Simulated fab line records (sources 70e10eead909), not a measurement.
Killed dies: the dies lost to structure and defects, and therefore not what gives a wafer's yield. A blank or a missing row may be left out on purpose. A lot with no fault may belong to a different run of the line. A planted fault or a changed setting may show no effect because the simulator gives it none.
Matching of chambers || flow nandHarc || pecvd-04 running NHARC_A_STAIRCASE_DEP_322: 3 sister chambers
The step deposits SiO2, target thk 7200 nm. 6 wafers are shown with their chamber, then 7 later ones without.

WAFERS WITH THEIR CHAMBER
{"wafer": "L085.5", "chamber": 1, "heaterPowerOuterW (W)": 347, "heaterPowerW (W)": 598}
{"wafer": "L087.1", "chamber": 2, "heaterPowerOuterW (W)": 411, "heaterPowerW (W)": 672}
{"wafer": "L087.3", "chamber": 0, "heaterPowerOuterW (W)": 545, "heaterPowerW (W)": 853}
{"wafer": "L087.5", "chamber": 1, "heaterPowerOuterW (W)": 344, "heaterPowerW (W)": 619}
{"wafer": "L090.1", "chamber": 2, "heaterPowerOuterW (W)": 424, "heaterPowerW (W)": 706}
{"wafer": "L090.2", "chamber": 0, "heaterPowerOuterW (W)": 625, "heaterPowerW (W)": 957}

WAFERS WHOSE CHAMBER IS MISSING
{"wafer": "L090.6", "heaterPowerOuterW (W)": 342, "heaterPowerW (W)": 611}
{"wafer": "L093.3", "heaterPowerOuterW (W)": 612, "heaterPowerW (W)": 939}
{"wafer": "L093.4", "heaterPowerOuterW (W)": 470, "heaterPowerW (W)": 768}
{"wafer": "L093.5", "heaterPowerOuterW (W)": 367, "heaterPowerW (W)": 647}
{"wafer": "L094.1", "heaterPowerOuterW (W)": 562, "heaterPowerW (W)": 869}
{"wafer": "L094.3", "heaterPowerOuterW (W)": 344, "heaterPowerW (W)": 629}
{"wafer": "L094.4", "heaterPowerOuterW (W)": 485, "heaterPowerW (W)": 772}

WHICH CHAMBER EACH WENT THROUGH
{"wafer": "L090.6", "from the rows above": 1, "in truth": 1}
{"wafer": "L093.3", "from the rows above": 0, "in truth": 0}
{"wafer": "L093.4", "from the rows above": 2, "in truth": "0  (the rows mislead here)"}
{"wafer": "L093.5", "from the rows above": "can't be placed: 1 or 2", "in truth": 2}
{"wafer": "L094.1", "from the rows above": 0, "in truth": 0}
{"wafer": "L094.3", "from the rows above": 1, "in truth": 1}
{"wafer": "L094.4", "from the rows above": "can't be placed: 2 or 0", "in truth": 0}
Correct placement for 4 of the 7. From these rows, 2 cannot be placed; in 2 the true chamber is one of the candidates. Placed wrongly: 1.
How it was worked out, from the rows above alone: a wafer's distance from a chamber is the root of the sum, over the readings, of the square of ((its reading less the chamber's mean) divided by the reading's scatter). If the next closest chamber is less than 2 further off than the closest, the wafer can't be placed; otherwise it belongs to the closest. A chamber's mean is the mean of its shown wafers. The scatter: the root of (the sum of the squares of (reading less its chamber's mean) over the shown wafers, divided by (wafers less chambers)).
